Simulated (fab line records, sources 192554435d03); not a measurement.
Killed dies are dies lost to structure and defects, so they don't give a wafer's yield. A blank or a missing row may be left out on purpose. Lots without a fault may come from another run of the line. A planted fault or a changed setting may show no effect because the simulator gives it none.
Split-lot experiment | flow n5_finfet | 7 lots, 21 wafers read, on a route of 1938 steps

THE SPLIT
At N5_ZERO_LAYER_EXPOSE_08 (exposes mask ZERO, defocus 0 nm, target cd 2000 nm), the setting dose_mj was moved away from the recipe's 16.2 on 4 of the 21 wafers read, by -5.9% to +3.1%. The other wafers ran this setting at the recipe's value.

FROM THE SPLIT TO THE READING: what the file shows between them, 3 steps
- N5_ZERO_LAYER_PEB_09
- N5_ZERO_LAYER_DEVELOP_10: develop time 60 s
- N5_ZERO_LAYER_HARDBAKE_23: time 120 s

THE READING
cd_nm, in nm, at N5_ZERO_LAYER_CD_MEAS_11 (target cd 2000 nm). Fault-free wafers of this fab line usually give 2000.1 nm, standard deviation 1.5 nm.

wafer  | tool, chamber at the split | dose_mj as run | against the recipe | cd_nm, nm | against lot-mates on the recipe
L076.2 | krf_scanner-02, 0          | 16.2           | recipe             | 1999.6    | -
L076.4 | krf_scanner-02, 0          | 16.2           | recipe             | 1998.2    | -
L076.5 | krf_scanner-02, 0          | 16.2           | recipe             | 1999.3    | -
L078.2 | krf_scanner-02, 0          | 16.2           | recipe             | 2000.0    | -
L078.3 | krf_scanner-02, 0          | 16.2           | recipe             | 1996.5    | -
L078.4 | krf_scanner-02, 0          | 16.2           | recipe             | 1999.7    | -
L079.4 | krf_scanner-01, 0          | 16.2           | recipe             | 2002.0    | -
L079.5 | krf_scanner-01, 0          | 16.2           | recipe             | 2000.7    | -
L079.6 | krf_scanner-01, 0          | 16.2           | recipe             | 2000.5    | -
L081.1 | krf_scanner-01, 0          | 16.71          | +3.1%              | 2003.5    | +4.8
L081.2 | krf_scanner-01, 0          | 16.2           | recipe             | 1998.7    | -
L081.6 | krf_scanner-01, 0          | 16.71          | +3.1%              | 2005.6    | +6.9
L083.3 | krf_scanner-01, 0          | 16.2           | recipe             | 1999.9    | -
L083.4 | krf_scanner-01, 0          | 15.25          | -5.9%              | 1988.9    | -11.0
L083.5 | krf_scanner-01, 0          | 15.25          | -5.9%              | 1987.8    | -12.1
L084.2 | krf_scanner-01, 0          | 16.2           | recipe             | 1998.1    | -
L084.3 | krf_scanner-01, 0          | 16.2           | recipe             | 1999.5    | -
L084.6 | krf_scanner-01, 0          | 16.2           | recipe             | 1998.4    | -
L096.2 | krf_scanner-01, 0          | 16.2           | recipe             | 2000.2    | -
L096.4 | krf_scanner-01, 0          | 16.2           | recipe             | 1996.9    | -
L096.5 | krf_scanner-01, 0          | 16.2           | recipe             | 1999.1    | -

THE FIT
A straight line over all 21 wafers: cd_nm changes by +1.82 nm for each +1% of dose_mj; r = +0.95; the points scatter about the line by 1.3 nm.
The same after taking each lot's own level away (the mean of its wafers on the recipe; 21 wafers): +1.94 nm for each +1%; r = +0.97; scatter 1 nm.
On that fit, the largest move of dose_mj shifts the reading by 11 nm.
The lots' own levels span 1998.67 to 2001.07 nm, that is 1.6 times the standard deviation above.
So the lot-to-lot level changes the slope little: the two slopes agree.
Check: with one of the wafers moved furthest among these (-5.9%) left out of the fit, the line predicts -11.7 nm for it against its lot-mates. It came out at -11 nm against them.

THE WHOLE CHAIN: every reading that the file lists as answering this split, in the file's order
step                     | what it does             | reading                                                           | change (the file's fit)              | r (the file's)
N5_ZERO_LAYER_CD_MEAS_11 | target cd 2000 nm        | cd_nm                                                             | +1.95 nm for each +1% of the setting | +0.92
N5_ZERO_LAYER_DESCUM_16  | chemistry O2, time 7.9 s | ZERO_LAYER.cd_nm (the simulator's own value, which no gauge read) | +2.01 nm for each +1% of the setting | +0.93

THE FILE'S OWN FIT
cd_nm changes by +1.95 nm for each +1% of dose_mj, r = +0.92.
